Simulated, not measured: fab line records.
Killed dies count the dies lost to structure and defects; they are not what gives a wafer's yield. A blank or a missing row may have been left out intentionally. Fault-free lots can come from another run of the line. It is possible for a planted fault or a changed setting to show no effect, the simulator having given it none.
Which tool is to blame? -- flow nand-harc -- 13 lots, 39 wafers sampled, at 5 steps of a route of 1302

WHAT THE GAUGES SHOWED, per wafer
NHARC_A_M1_CD_MEAS_09: the cd target is 120 nm.
lot,measured,on,cd-nm (nm)
L293,day 23 15:10,cd-sem-03,120.5 120.0 119.8
L294,day 23 17:46,cd-sem-03,120.0 118.7 120.3
L296,day 24 07:37,cd-sem-03,119.6 120.6 119.8
L298,day 25 02:34,cd-sem-03,120.7 121.0 120.2
L297,day 25 02:56,cd-sem-03,121.3 120.7 120.8
L299,day 25 18:24,cd-sem-02,121.1 120.1 120.0
L300,day 26 21:30,cd-sem-03,121.2 120.5 120.8
L301,day 27 22:28,cd-sem-03,119.6 120.0 120.2
L304,day 28 01:24,cd-sem-02,119.4 120.2 120.4
L305,day 28 03:55,cd-sem-02,120.7 120.4 119.8
L302,day 28 04:17,cd-sem-01,120.6 120.4 121.0
L312,day 31 01:15,cd-sem-02,120.4 118.2 119.8
L313,day 31 22:59,cd-sem-01,120.2 119.9 119.9

NHARC_A_M1_INSPECT_11.
lot,measured,on,raw-defect-count
L293,day 23 15:17,defect-inspect-02,105 131 131
L294,day 23 17:53,defect-inspect-02,99 108 109
L296,day 24 07:45,defect-inspect-02,59 59 87
L298,day 25 02:41,defect-inspect-01,121 115 127
L297,day 25 03:04,defect-inspect-01,85 86 67
L299,day 25 18:31,defect-inspect-01,104 53 72
L300,day 26 21:37,defect-inspect-01,91 79 74
L301,day 27 22:35,defect-inspect-01,86 91 92
L304,day 28 01:31,defect-inspect-01,24 42 35
L305,day 28 04:03,defect-inspect-02,56 58 78
L302,day 28 04:24,defect-inspect-01,118 122 109
L312,day 31 01:22,defect-inspect-02,87 81 92
L313,day 31 23:07,defect-inspect-01,66 67 66

NHARC_END_SORT_01.
lot,measured,on,defect-limited-yield (%),killed-at-array,killed-at-other,killed-at-periphery,killed-dies,killed-open,killed-short
L293,day 25 04:42,prober-01,91.9 87.7 86.1,50 80 92,2 0 0,3 3 2,55 83 94,1 4 6,3 7 3
L296,day 25 18:37,prober-01,93.1 92.6 90.4,40 43 58,3 3 2,4 4 5,47 50 65,3 4 3,2 8 2
L298,day 26 15:10,prober-01,88.3,71,0,8,79,9,2
L297,day 26 14:24,prober-02,90.8,60,1,1,62,2,4
L299,day 27 08:58,prober-01,89.7 92.6 92.9,70 47 48,0 0 0,0 3 0,70 50 48,1 7 0,2 3 0
L300,day 28 12:52,prober-02,90.0 89.8 90.7,57 58 54,1 3 2,10 8 7,68 69 63,2 7 4,1 2 2
L301,day 29 18:06,prober-02,89.2 90.4 91.1,64 60 52,1 3 0,8 2 8,73 65 60,5 2 3,1 1 0
L304,day 29 18:07,prober-01,96.6 94.1 93.5,21 37 39,0 1 0,2 2 5,23 40 44,1 4 2,1 1 5
L305,day 29 10:20,prober-02,93.6 92.0 91.0,38 46 54,0 1 0,5 7 7,43 54 61,2 3 5,3 3 4
L302,day 30 02:42,prober-02,89.5 89.7 90.5,67 67 61,0 0 1,4 3 2,71 70 64,6 5 0,0 4 2
L312,day 32 20:16,prober-01,0 0 0,674 676 677,0 0 0,3 1 0,677 677 677,3 5 3,2 3 3
L313,day 33 13:08,prober-02,0 0 0,665 669 670,2 4 2,10 4 5,677 677 677,2 4 1,2 1 1

WHICH TOOL RAN EACH LOT (tool, then ch and the chambers of the sampled wafers, then the start)
lot,NHARC_A_M1_ETCH_35,NHARC_A_M1_PVD_21
L293,"rie-diel-11 ch 0,1,3, day 23 15:26","pvd-sputter-02, day 25 04:42 or earlier"
L294,"rie-diel-01 ch 0,2, day 23 18:04","pvd-sputter-02, no start"
L296,"rie-diel-11 ch 0,1,3, day 24 07:53","pvd-sputter-01, day 25 18:37 or earlier"
L298,"rie-diel-01 ch 2,3, day 25 02:50","pvd-sputter-02, day 26 15:10 or earlier"
L297,"rie-diel-11 ch 1,3, day 25 03:13","pvd-sputter-03, day 26 14:24 or earlier"
L299,"rie-diel-12 ch 0,3, day 25 18:40","pvd-sputter-01, day 27 08:58 or earlier"
L300,"rie-diel-01 ch 0,3, day 26 21:46","pvd-sputter-02, day 28 12:52 or earlier"
L301,"rie-diel-01 ch 0,1,3, day 27 22:44","pvd-sputter-03, day 29 18:06 or earlier"
L304,"rie-diel-01 ch 0,1,2, day 28 01:41","pvd-sputter-03, day 29 18:07 or earlier"
L305,"rie-diel-12 ch 1,2,3, day 28 04:12","pvd-sputter-03, day 29 10:20 or earlier"
L302,"rie-diel-11 ch 1,3, day 28 04:33","pvd-sputter-01, day 30 02:42 or earlier"
L312,"rie-diel-12 ch 0,1, day 31 01:33","pvd-sputter-02, day 32 20:16 or earlier"
L313,"rie-diel-11 ch 0,1,3, day 31 23:16","pvd-sputter-01, day 33 13:08 or earlier"
- NHARC_A_M1_ETCH_35: etches the open film in N2/H2, target depth 40 nm, overetch 12 nm, time 43.94 s.
- NHARC_A_M1_PVD_21: deposits Cu, target thk 30 nm, time 20.49 s.

WHAT THE TOOLS THEMSELVES READ (means of the sampled wafers that have a number; where no wafer has one, the mark that the record gives instead)
NHARC_A_M1_ETCH_35.
lot,tool,bias-w (W),chamber-pressure-mTorr (mTorr),drypump-motor-current-A (A),oes-product-au (a.u.),rf-vpp-V (V),showerhead-plenum-p-Torr (Torr),throttle-valve-pct (%)
L293,rie-diel-11,149.8,30.040,5.9,1.021,429.2,1.99,14.170
L294,rie-diel-01,150.6,29.964,5.0,0.995,431.9,2.09,14.171
L296,rie-diel-11,150.2,29.971,6.0,1.012,429.3,1.99,14.169
L298,rie-diel-01,149.9,30.014,5.5,0.997,429.7,2.01,14.163
L297,rie-diel-11,150.1,29.975,5.4,1.023,429.2,1.99,14.170
L299,rie-diel-12,150.4,30.014,5.2,1.004,430.7,2.02,14.169
L300,rie-diel-01,149.2,30.015,5.5,0.999,430.3,2.05,14.178
L301,rie-diel-01,149.9,30.013,5.7,1.000,430.6,2.02,14.171
L304,rie-diel-01,150.7,29.992,5.5,0.998,429.3,2.01,14.169
L305,rie-diel-12,149.8,29.972,5.8,1.001,427.2,1.94,14.174
L302,rie-diel-11,150.0,30.027,6.0,0.994,430.3,2.06,14.176
L312,rie-diel-12,-,-,-,-,-,-,-
L313,rie-diel-11,-,-,-,-,-,-,-

NHARC_A_M1_PVD_21.
lot,tool,throttle-valve-pct (%)
L293,pvd-sputter-02,31.0
L294,pvd-sputter-02,30.7
L296,pvd-sputter-01,30.6
L298,pvd-sputter-02,30.3
L297,pvd-sputter-03,28.6
L299,pvd-sputter-01,30.1
L300,pvd-sputter-02,31.5
L301,pvd-sputter-03,29.1
L304,pvd-sputter-03,29.1
L305,pvd-sputter-03,30.6
L302,pvd-sputter-01,30.1
L312,pvd-sputter-02,30.9
L313,pvd-sputter-01,30.3

THE ANSWER, worked out from the rows above alone
Rule: the lots themselves supply what counts as usual. Put in order of their means at a reading, lots are off if they are a third of the lots or fewer, leave a main group of 4 or more, and stand apart from it by a gap of 3 or more times the standard deviation of the main group's means; of several such gaps the widest counts. If all means in a main group match to the digits the tables above print for the reading, that group is not used. Also off: a lot with no number at a reading for which 4 or more lots have one. All remaining lots with rows at the step are treated as sound. The gauges are gone through in route order, then the tools' own readings, and for those a lot's mean is taken as printed above. At the first step where some lot is off, the reading lying furthest off is the one used; lots without a number count as furthest.
Off: L312, L313, at NHARC_END_SORT_01 (killed-at-array). For the main group the mean is 57 and the standard deviation 12. Neither off nor sound, because the step has no rows for them: L294.
If a tool, at a process step before that reading, ran all the lots that are off and no sound lot after the first of them, it fits. The gauges at NHARC_END_SORT_01 aren't tried: what is off there is off at NHARC_A_M1_ETCH_35 too, on other tools, and a gauge's error can't cause that. Because NHARC_A_M1_PVD_21 lacks a start for some lots, the hours and order of its lots are taken from NHARC_END_SORT_01. No candidate that was tried fits.

WHAT THE SIMULATOR PUT IN
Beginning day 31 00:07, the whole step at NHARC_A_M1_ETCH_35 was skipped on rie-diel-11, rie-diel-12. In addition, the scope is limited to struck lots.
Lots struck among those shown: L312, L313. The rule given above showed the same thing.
